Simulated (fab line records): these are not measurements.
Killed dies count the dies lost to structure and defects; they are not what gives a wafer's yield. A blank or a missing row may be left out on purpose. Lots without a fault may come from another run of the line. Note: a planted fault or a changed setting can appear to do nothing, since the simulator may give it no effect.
Matching of chambers | flow n5-finfet | 4 sister chambers for N5_BEOL_M9_STRIP_67 on rie-diel-01
The step strips in CF4. 16 wafers are shown with their chamber, then 8 later ones without.

## WAFERS WITH THEIR CHAMBER
wafer  | chamber | oes-product-au (a.u.) | throttle-valve-pct (%) | rf-vpp-V (V)
L077.1 | 1       | 0.71                  | 13.80                  | 271.5
L077.4 | 3       | 0.70                  | 13.73                  | 271.0
L077.6 | 3       | 0.70                  | 13.73                  | 272.1
L078.1 | 2       | 0.69                  | 13.83                  | 273.4
L078.3 | 3       | 0.70                  | 13.74                  | 272.2
L078.5 | 2       | 0.69                  | 13.82                  | 271.9
L081.3 | 0       | 0.93                  | 13.25                  | 272.1
L081.5 | 0       | 0.93                  | 13.26                  | 272.2
L081.6 | 1       | 0.71                  | 13.84                  | 273.0
L082.1 | 1       | 0.70                  | 13.84                  | 270.6
L082.3 | 3       | 0.69                  | 13.77                  | 272.5
L082.6 | 0       | 0.93                  | 13.23                  | 272.2
L084.1 | 1       | 0.69                  | 13.84                  | 269.5
L084.2 | 0       | 0.92                  | 13.24                  | 271.9
L084.5 | 3       | 0.69                  | 13.77                  | 271.7
L086.1 | 1       | 0.69                  | 13.86                  | 268.6

SIGNATURES (averages over the wafers above)
reading            | chamber 0 | chamber 1 | chamber 2 | chamber 3 | scatter within a chamber
oes-product-au     | 0.9275    | 0.7000    | 0.6900    | 0.6960    | 0.00704
throttle-valve-pct | 13.2450   | 13.8360   | 13.8250   | 13.7480   | 0.0186
rf-vpp-V           | 272.100   | 270.640   | 272.650   | 271.900   | 1.09
Rule: a wafer's distance from a chamber is the root of the sum, over the readings, of the square of ((its reading less the chamber's mean) divided by the reading's scatter). The wafer belongs to the nearest chamber; if the next one is less than 2 further off, it can't be placed. The scatter: take each reading less its chamber's mean, square it, sum over the shown wafers, divide by the number of wafers less the number of chambers, and take the root.

## WAFERS MISSING THEIR CHAMBER
wafer  | oes-product-au (a.u.) | throttle-valve-pct (%) | rf-vpp-V (V)
L086.2 | 0.69                  | 13.78                  | 273.0
L086.6 | 0.69                  | 13.78                  | 271.7
L091.2 | 0.96                  | 13.31                  | 272.5
L091.4 | 0.90                  | 13.28                  | 272.1
L091.5 | 0.69                  | 13.89                  | 270.6
L092.2 | 0.68                  | 13.80                  | 271.2
L092.4 | 0.89                  | 13.31                  | 270.9
L092.5 | 0.68                  | 13.81                  | 271.3

## CHAMBER TAKEN BY EACH
wafer  | from the rows above          | in truth
L086.2 | can't be placed: 3 or 2 or 1 | 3
L086.6 | can't be placed: 3 or 2 or 1 | 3
L091.2 | 0                            | 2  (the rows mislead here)
L091.4 | 0                            | 0
L091.5 | can't be placed: 1 or 2      | 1
L092.2 | can't be placed: 2 or 1 or 3 | 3
L092.4 | 0                            | 0
L092.5 | can't be placed: 2 or 1      | 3
2 of 8 placed correctly. From these rows, 5 cannot be placed; in 4 the true chamber is one of the candidates. Wrongly placed: 1.
